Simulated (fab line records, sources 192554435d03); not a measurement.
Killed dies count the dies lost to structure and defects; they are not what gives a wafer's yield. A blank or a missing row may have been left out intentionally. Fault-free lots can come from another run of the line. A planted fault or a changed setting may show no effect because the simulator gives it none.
Which of the tools did it? | flow n5Finfet | 24 lots with 72 wafers sampled at 5 steps, on a route of 1938 steps

== WHAT THE GAUGES SHOWED, per wafer ==
N5_SDB_OVL_MEAS_12.
lot  | measured    | on         | SDB_OVL (nm)
L074 | day 3 20:23 | overlay-01 | -0.3 -0.3 -0.7
L075 | day 4 07:37 | overlay-01 | 0.1 1.5 -0.2
L076 | day 4 04:50 | overlay-01 | 1.0 0.1 -0.2
L077 | day 4 13:12 | overlay-02 | 0.7 1.4 1.0
L078 | day 5 08:37 | overlay-02 | -0.6 0.4 -0.3
L079 | day 5 09:14 | overlay-02 | -1.6 -0.8 -1.3
L080 | day 5 10:55 | overlay-02 | -0.6 -1.8 -0.5
L081 | day 5 15:25 | overlay-02 | -0.4 -1.1 -0.4
L082 | day 5 16:29 | overlay-02 | -0.7 -0.9 0.2
L083 | day 5 23:46 | overlay-01 | 1.0 0.7 0.6
L084 | day 6 07:17 | overlay-01 | -0.2 -0.3 -0.3
L085 | day 6 09:25 | overlay-01 | -0.2 -0.7 0.2
L086 | day 7 01:30 | overlay-01 | -0.6 -1.3 -1.0
L087 | day 7 03:21 | overlay-02 | 0.3 -0.8 -0.4
L088 | day 7 06:43 | overlay-02 | -1.0 -1.1 -2.0
L089 | day 7 12:38 | overlay-02 | -1.1 0.4 -0.2
L090 | day 7 18:06 | overlay-01 | -0.8 -1.0 -1.0
L091 | day 7 23:47 | overlay-02 | -0.3 0.0 0.4
L092 | day 8 04:41 | overlay-01 | -0.3 -1.1 0.6
L093 | day 8 13:20 | overlay-01 | 1.2 0.1 0.6
L094 | day 8 19:59 | overlay-01 | -0.1 0.4 -0.3
L095 | day 9 00:40 | overlay-01 | -0.8 -1.2 -0.7
L096 | day 9 12:08 | overlay-01 | -1.1 0.5 -0.4
L097 | day 9 15:49 | overlay-02 | 0.7 -0.9 -1.7

== WHICH TOOL RAN EACH LOT (tool, then ch and the chambers of the sampled wafers, then the start) ==
lot  | N5_FIN_CUT_CUT_ETCH_15         | N5_SD_EPI_N_DESCUM_14            | N5_SD_EPI_N_ETCH_35              | N5_ILD0_CMP_12
L074 | rieSi-05 ch 0,2,3, day 2 06:04 | rieDiel-01 ch 0,1,2, day 3 04:33 | rieDiel-01 ch 0,1,2, day 3 04:38 | cmp-01 ch 0,1,2, day 3 19:32
L075 | rieSi-03 ch 1,2,3, day 2 10:11 | rieDiel-04 ch 0,2,3, day 3 11:35 | rieDiel-04 ch 0,2,3, day 3 11:49 | cmp-03 ch 0,1,2, day 4 07:01
L076 | rieSi-03 ch 0,2, day 2 15:11   | rieDiel-01 ch 0,1, day 3 12:34   | rieDiel-01 ch 0,1, day 3 12:39   | cmp-03 ch 0,1, day 4 04:00
L077 | rieSi-03 ch 1,2, day 2 23:17   | rieDiel-02 ch 0,1, day 3 20:34   | rieDiel-02 ch 0,1, day 3 20:39   | cmp-03 ch 0,3, day 4 12:24
L078 | rieSi-03 ch 0,2,3, day 3 04:34 | rieDiel-04 ch 0,2, day 4 00:28   | rieDiel-04 ch 0,2, day 4 00:33   | cmp-01 ch 0,1,2, day 5 07:54
L079 | rieSi-04 ch 0,2,3, day 3 09:54 | rieDiel-04 ch 0,2,3, day 4 09:02 | rieDiel-04 ch 0,2,3, day 4 09:08 | cmp-03 ch 0,2,3, day 5 08:29
L080 | rieSi-04 ch 2,3, day 3 20:26   | rieDiel-01 ch 0,1,2, day 4 16:43 | rieDiel-01 ch 0,1,2, day 4 16:49 | cmp-02 ch 0,1,2, day 5 10:07
L081 | rieSi-05 ch 1,2, day 3 21:31   | rieDiel-04 ch 1,2, day 4 20:33   | rieDiel-04 ch 1,2, day 4 20:38   | cmp-02 ch 0,1,3, day 5 14:38
L082 | rieSi-03 ch 1,2,3, day 4 04:19 | rieDiel-01 ch 0,1,3, day 5 00:22 | rieDiel-01 ch 0,1,3, day 5 00:27 | cmp-02 ch 1,2, day 5 15:38
L083 | rieSi-03 ch 0,1,2, day 4 10:06 | rieDiel-02 ch 1,3, day 5 07:19   | rieDiel-02 ch 1,3, day 5 07:25   | cmp-02 ch 0,2,3, day 5 23:06
L084 | rieSi-04 ch 0,1,3, day 4 15:44 | rieDiel-04 ch 0,2,3, day 5 13:50 | rieDiel-04 ch 0,2,3, day 5 13:56 | cmp-03 ch 0,1,3, day 6 06:35
L085 | rieSi-03 ch 0,1,2, day 4 21:31 | rieDiel-02 ch 1,2,3, day 5 17:32 | rieDiel-02 ch 1,2,3, day 5 17:38 | cmp-01 ch 0,2,3, day 6 08:42
L086 | rieSi-04 ch 0,2,3, day 5 05:26 | rieDiel-01 ch 0,3, day 6 06:11   | rieDiel-01 ch 0,3, day 6 06:17   | cmp-02 ch 2,3, day 7 00:49
L087 | rieSi-04 ch 0,2,3, day 5 09:46 | rieDiel-01 ch 0,1,3, day 6 09:46 | rieDiel-01 ch 0,1,3, day 6 09:52 | cmp-01 ch 1,2,3, day 7 02:33
L088 | rieSi-03 ch 2,3, day 5 17:50   | rieDiel-01 ch 0,3, day 6 14:20   | rieDiel-01 ch 0,3, day 6 14:25   | cmp-01 ch 0,1,3, day 7 06:00
L089 | rieSi-03 ch 1,3, day 5 21:56   | rieDiel-01 ch 0,2, day 6 17:46   | rieDiel-01 ch 0,2, day 6 17:51   | cmp-03 ch 0,2,3, day 7 11:49
L090 | rieSi-03 ch 0,2,3, day 6 03:49 | rieDiel-02 ch 2,3, day 7 01:24   | rieDiel-02 ch 2,3, day 7 01:29   | cmp-03 ch 0,1,3, day 7 17:16
L091 | rieSi-05 ch 1,2, day 6 10:04   | rieDiel-04 ch 0,1, day 7 07:02   | rieDiel-04 ch 0,1, day 7 07:07   | cmp-02 ch 2,3, day 7 22:56
L092 | rieSi-03 ch 0,1,3, day 6 15:33 | rieDiel-02 ch 2,3, day 7 11:34   | rieDiel-02 ch 2,3, day 7 11:40   | cmp-02 ch 0,1,3, day 8 03:55
L093 | rieSi-05 ch 1,2, day 6 21:35   | rieDiel-02 ch 1,2,3, day 7 19:01 | rieDiel-02 ch 1,2,3, day 7 19:07 | cmp-01 ch 0,1,3, day 8 12:37
L094 | rieSi-05 ch 0,2,3, day 7 05:37 | rieDiel-02 ch 0,2,3, day 8 03:11 | rieDiel-02 ch 0,2,3, day 8 03:16 | cmp-01 ch 1,2,3, day 8 19:11
L095 | rieSi-05 ch 0,1,2, day 7 11:24 | rieDiel-04 ch 0,1,2, day 8 07:55 | rieDiel-04 ch 0,1,2, day 8 08:00 | cmp-03 ch 0,2,3, day 8 23:59
L096 | rieSi-03 ch 2,3, day 7 20:28   | rieDiel-04 ch 1,2, day 8 19:57   | rieDiel-04 ch 1,2, day 8 20:02   | cmp-02 ch 0,1, day 9 11:17
L097 | rieSi-03 ch 1,2, day 8 02:05   | rieDiel-01 ch 1,2, day 8 23:33   | rieDiel-01 ch 1,2, day 8 23:38   | cmp-01 ch 0,1,3, day 9 14:59
- N5_FIN_CUT_CUT_ETCH_15: etches Si in HBr/Cl2/O2, target depth 100 nm, bt time 10 s, time 42.4 s.
- N5_SD_EPI_N_DESCUM_14: chemistry O2, time 7.9 s.
- N5_SD_EPI_N_ETCH_35: etches SOC in N2/H2, overetch 108 nm, time 486 s.
- N5_ILD0_CMP_12: polishes SiNx, stops on poly-Si, t overpolish 6 s, target thk 17.67 nm.

== AS READ BY THE TOOLS THEMSELVES (means over the sampled wafers that have a number; for cases with no such wafer, the mark the record gives instead) ==
N5_FIN_CUT_CUT_ETCH_15.
lot  | tool     | drypumpMotorCurrentA (A) | oesProductAu (a.u.) | throttleValvePct (%)
L074 | rieSi-05 | 5.83                     | 1.015               | 37.2
L075 | rieSi-03 | 5.97                     | 0.995               | 37.0
L076 | rieSi-03 | 6.10                     | 0.993               | 36.9
L077 | rieSi-03 | 6.05                     | 0.995               | 37.2
L078 | rieSi-03 | 5.96                     | 0.992               | 36.8
L079 | rieSi-04 | 5.64                     | 0.991               | 37.6
L080 | rieSi-04 | 5.69                     | 0.994               | 37.5
L081 | rieSi-05 | 5.67                     | 1.000               | 37.5
L082 | rieSi-03 | 5.95                     | 0.995               | 37.0
L083 | rieSi-03 | 6.00                     | 0.988               | 37.0
L084 | rieSi-04 | 6.07                     | 0.989               | 37.6
L085 | rieSi-03 | 6.00                     | 0.987               | 37.0
L086 | rieSi-04 | 5.66                     | 0.987               | 37.6
L087 | rieSi-04 | 5.65                     | 0.990               | 37.6
L088 | rieSi-03 | 5.92                     | 0.999               | 36.8
L089 | rieSi-03 | 5.79                     | 0.998               | 36.9
L090 | rieSi-03 | 5.96                     | 0.993               | 36.8
L091 | rieSi-05 | 5.67                     | 0.998               | 37.5
L092 | rieSi-03 | 5.84                     | 0.991               | 36.9
L093 | rieSi-05 | 5.67                     | 0.997               | 37.5
L094 | rieSi-05 | 5.82                     | 1.021               | 37.2
L095 | rieSi-05 | 5.80                     | 1.008               | 37.3
L096 | rieSi-03 | 5.92                     | 0.997               | 36.8
L097 | rieSi-03 | 6.15                     | 0.996               | 37.0

N5_SD_EPI_N_DESCUM_14.
lot  | tool       | drypumpMotorCurrentA (A) | oesProductAu (a.u.) | rfVppV (V) | showerheadPlenumPTorr (Torr) | throttleValvePct (%)
L074 | rieDiel-01 | 5.7                      | 0.88                | 244.9      | 2.21                         | 20.23
L075 | rieDiel-04 | 5.6                      | 0.87                | 244.7      | 2.13                         | 20.43
L076 | rieDiel-01 | 5.7                      | 0.79                | 244.4      | 2.18                         | 20.27
L077 | rieDiel-02 | 5.4                      | 0.78                | 244.4      | 2.15                         | 20.73
L078 | rieDiel-04 | 5.6                      | 0.81                | 242.5      | 2.10                         | 20.50
L079 | rieDiel-04 | 5.6                      | 0.85                | 242.8      | 2.12                         | 20.46
L080 | rieDiel-01 | 5.8                      | 0.85                | 245.1      | 2.21                         | 20.25
L081 | rieDiel-04 | 5.4                      | 0.96                | 243.6      | 2.09                         | 20.36
L082 | rieDiel-01 | 5.6                      | 0.85                | 243.9      | 2.14                         | 20.25
L083 | rieDiel-02 | 4.8                      | 0.82                | 244.2      | 2.14                         | 20.48
L084 | rieDiel-04 | 5.6                      | 0.84                | 244.7      | 2.12                         | 20.48
L085 | rieDiel-02 | 5.1                      | 0.78                | 244.3      | 2.13                         | 20.41
L086 | rieDiel-01 | 5.4                      | 0.90                | 243.9      | 2.16                         | 20.17
L087 | rieDiel-01 | 5.6                      | 0.83                | 244.0      | 2.14                         | 20.26
L088 | rieDiel-01 | 5.6                      | 0.90                | 243.6      | 2.10                         | 20.21
L089 | rieDiel-01 | 5.5                      | 0.89                | 245.5      | 2.22                         | 20.20
L090 | rieDiel-02 | 5.2                      | 0.74                | 244.3      | 2.14                         | 20.32
L091 | rieDiel-04 | 5.7                      | 0.79                | 242.4      | 2.07                         | 20.51
L092 | rieDiel-02 | 5.2                      | 0.74                | 244.0      | 2.14                         | 20.32
L093 | rieDiel-02 | 5.1                      | 0.77                | 242.7      | 2.12                         | 20.44
L094 | rieDiel-02 | 5.4                      | 0.72                | 243.8      | 2.14                         | 20.52
L095 | rieDiel-04 | 5.5                      | 0.82                | 242.8      | 2.08                         | 20.48
L096 | rieDiel-04 | 5.4                      | 0.88                | 242.8      | 2.08                         | 20.39
L097 | rieDiel-01 | 6.0                      | 0.74                | 243.9      | 2.17                         | 20.39

N5_SD_EPI_N_ETCH_35.
lot  | tool       | drypumpMotorCurrentA (A) | oesProductAu (a.u.) | rfVppV (V) | showerheadPlenumPTorr (Torr) | throttleValvePct (%)
L074 | rieDiel-01 | 5.7                      | 0.79                | 242.3      | 2.68                         | 23.64
L075 | rieDiel-04 | 5.6                      | 0.77                | 241.7      | 2.57                         | 23.71
L076 | rieDiel-01 | 5.7                      | 0.70                | 242.2      | 2.65                         | 23.77
L077 | rieDiel-02 | 5.4                      | 0.69                | 241.6      | 2.62                         | 24.18
L078 | rieDiel-04 | 5.6                      | 0.71                | 241.8      | 2.55                         | 23.69
L079 | rieDiel-04 | 5.6                      | 0.76                | 240.2      | 2.57                         | 23.71
L080 | rieDiel-01 | 5.8                      | 0.76                | 242.5      | 2.67                         | 23.66
L081 | rieDiel-04 | 5.4                      | 0.85                | 240.1      | 2.53                         | 23.87
L082 | rieDiel-01 | 5.6                      | 0.76                | 241.8      | 2.60                         | 23.66
L083 | rieDiel-02 | 4.8                      | 0.74                | 241.0      | 2.60                         | 23.79
L084 | rieDiel-04 | 5.6                      | 0.74                | 241.1      | 2.56                         | 23.73
L085 | rieDiel-02 | 5.1                      | 0.70                | 240.7      | 2.58                         | 23.69
L086 | rieDiel-01 | 5.4                      | 0.80                | 242.0      | 2.62                         | 23.55
L087 | rieDiel-01 | 5.6                      | 0.74                | 241.7      | 2.60                         | 23.67
L088 | rieDiel-01 | 5.5                      | 0.81                | 240.4      | 2.56                         | 23.54
L089 | rieDiel-01 | 5.6                      | 0.79                | 242.2      | 2.69                         | 23.56
L090 | rieDiel-02 | 5.2                      | 0.67                | 241.4      | 2.60                         | 23.57
L091 | rieDiel-04 | 5.6                      | 0.70                | 240.1      | 2.50                         | 23.76
L092 | rieDiel-02 | 5.2                      | 0.67                | 241.3      | 2.60                         | 23.57
L093 | rieDiel-02 | 5.1                      | 0.69                | 240.6      | 2.57                         | 23.71
L094 | rieDiel-02 | 5.4                      | 0.65                | 242.5      | 2.59                         | 23.85
L095 | rieDiel-04 | 5.5                      | 0.74                | 240.5      | 2.52                         | 23.83
L096 | rieDiel-04 | 5.4                      | 0.78                | 240.1      | 2.52                         | 23.93
L097 | rieDiel-01 | 6.0                      | 0.66                | 242.1      | 2.63                         | 23.80

N5_ILD0_CMP_12.
lot  | tool   | edgeZonePressureFrac | motorCurrentA (A) | overpolishRunS (s) | timeToEndpointS (s)
L074 | cmp-01 | 1.003                | 9.3               | 6.007              | 28.5
L075 | cmp-03 | 0.994                | 9.2               | 6.008              | 27.4
L076 | cmp-03 | 1.003                | 8.8               | 5.995              | 28.0
L077 | cmp-03 | 1.000                | 9.1               | 6.003              | 27.9
L078 | cmp-01 | 1.000                | 9.7               | 6.003              | 29.3
L079 | cmp-03 | 0.997                | 9.3               | 5.999              | 30.7
L080 | cmp-02 | 1.000                | 8.4               | 5.997              | 30.9
L081 | cmp-02 | 1.002                | 8.0               | 6.003              | 29.7
L082 | cmp-02 | 1.004                | 8.8               | 5.992              | 28.7
L083 | cmp-02 | 1.002                | 7.9               | 6.002              | 29.1
L084 | cmp-03 | 0.996                | 9.4               | 6.000              | 32.9
L085 | cmp-01 | 0.997                | 9.1               | 5.992              | 28.8
L086 | cmp-02 | 1.001                | 7.8               | 6.001              | 29.3
L087 | cmp-01 | 0.998                | 8.9               | 5.999              | 29.0
L088 | cmp-01 | 0.997                | 9.4               | 5.993              | 32.9
L089 | cmp-03 | 1.004                | 9.1               | 6.003              | 28.9
L090 | cmp-03 | 0.996                | 9.2               | 6.006              | 32.1
L091 | cmp-02 | 1.000                | 8.1               | 5.995              | 28.8
L092 | cmp-02 | 0.998                | 8.1               | 6.005              | 28.4
L093 | cmp-01 | 1.000                | 9.2               | 5.994              | 27.0
L094 | cmp-01 | 1.001                | 8.7               | 5.996              | 27.7
L095 | cmp-03 | 1.001                | 9.6               | 5.995              | 34.7
L096 | cmp-02 | 0.997                | 7.9               | 6.000              | 28.4
L097 | cmp-01 | 0.993                | 9.2               | 5.998              | 27.2

== THE ANSWER, worked out from the rows above alone ==
Rule: what is usual is taken from the lots themselves. The widest of any qualifying gaps counts: lots, ordered by their means at a reading, are off when they make up no more than a third of the lots, leave a main group of 4 or more, and stand apart from it by 3 or more times the standard deviation of that group's means. If all means in a main group match to the digits the tables above print for the reading, that group is not used. Also off: a lot with no number at a reading for which 4 or more lots have one. The other lots that the step has rows for count as sound. After the gauges, taken in route order, come the tools' own readings; for these a lot's mean is taken, as printed above. The first step at which some lot is off is used, and at that step the reading that is off furthest; a lot without a number counts as furthest.
None of the lots is off at any reading shown; this tells nothing.

== WHAT THE SIMULATOR HAD INSERTED ==
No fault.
